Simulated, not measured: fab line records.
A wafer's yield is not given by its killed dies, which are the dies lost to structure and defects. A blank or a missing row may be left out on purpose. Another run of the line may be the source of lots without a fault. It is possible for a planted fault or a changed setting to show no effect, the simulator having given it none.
Split-lot trial	flow n5Finfet	on a route of 1938 steps: 7 lots, 21 wafers read

## THE SPLIT ITSELF
At N5_MIM_BOT_ETCH_ETCH_04 (etches SiNx in CF4/O2, target depth 26 nm, time 13 s), the setting sourceW was moved away from the recipe's 535 W on 4 of the 21 wafers read, by -12.5% to -5.2%. All remaining wafers had this setting at the recipe value.

The split's own step is where the reading is taken.

## THE READING
etch.depthNm (the simulator's own value, which no gauge read), in nm, at N5_MIM_BOT_ETCH_ETCH_04 (etches SiNx in CF4/O2, target depth 26 nm, time 13 s). There is no usual value for it anywhere in the file. Across the 17 wafers here that went through the recipe, the average is 26.02 nm and the standard deviation 0.63 nm.

wafer	tool, chamber at the split	sourceW as run, W	against the recipe	etch.depthNm, nm	against lot-mates on the recipe
L076.1	rieDiel-04, 2	535	recipe	26.78	-
L076.2	rieDiel-04, 3	535	recipe	25.77	-
L076.6	rieDiel-04, 0	535	recipe	25.57	-
L074.3	rieDiel-01, 3	535	recipe	25.4	-
L074.4	rieDiel-01, 0	483.6	-9.6%	23.51	-1.89
L074.6	rieDiel-01, 1	483.6	-9.6%	23.55	-1.85
L078.1	rieDiel-04, 3	535	recipe	26.13	-
L078.3	rieDiel-04, 2	535	recipe	27.5	-
L078.5	rieDiel-04, 2	535	recipe	27.24	-
L086.3	rieDiel-02, 2	535	recipe	26.55	-
L086.4	rieDiel-02, 1	535	recipe	26.2	-
L086.5	rieDiel-02, 1	535	recipe	25.76	-
L095.4	rieDiel-01, 2	535	recipe	25.57	-
L095.5	rieDiel-01, 0	535	recipe	25.55	-
L095.6	rieDiel-01, 1	535	recipe	25.72	-
L093.4	rieDiel-02, 0	535	recipe	25.47	-
L093.5	rieDiel-02, 2	535	recipe	26.05	-
L093.6	rieDiel-02, 1	468.3	-12.5%	22.84	-2.92
L097.1	rieDiel-01, 0	535	recipe	25.73	-
L097.3	rieDiel-01, 1	535	recipe	25.3	-
L097.6	rieDiel-01, 2	507.4	-5.2%	24.15	-1.37

FIT RESULTS
A straight line over all 21 wafers: etch.depthNm changes by +0.263 nm for each +1% of sourceW; r = +0.87; the points scatter about the line by 0.61 nm.
The same after taking each lot's own level away (the mean of its wafers on the recipe; 21 wafers): +0.216 nm for each +1%; r = +0.92; scatter 0.38 nm.
The reading moves by 2.7 nm for the largest change in sourceW, on that fit.
From 25.400 to 26.957 nm: that is the span of the lots' own levels, equal to 2.5 times the standard deviation above.
In other words, the slope is changed by the lot-to-lot level; the two fits disagree.
Check: -2.53 nm against its lot-mates is what the line predicts for one of the wafers moved furthest among these (-12.5%) when that wafer is left out of the fit. Against them it came out at -2.92 nm.

## OTHER SPLITS APPLIED TO THESE WAFERS
Before the reading, these wafers also passed through other splits. Each is held against what the fit with the lots' levels taken away leaves over:
other split on the same wafers	wafers away from the commonest value	r with etch.depthNm (lot level and that fit taken away)
N5_BEOL_M15_EXPOSE_07 doseMj	5	-0.04
N5_BEOL_M15_COAT_22 spinRpm	8	-0.17
N5_BEOL_M15_PEB_26 pebTimeS	6	+0.50

## THE FILE'S OWN FIT
etch.depthNm changes by +0.224 nm for each +1% of sourceW, r = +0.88.
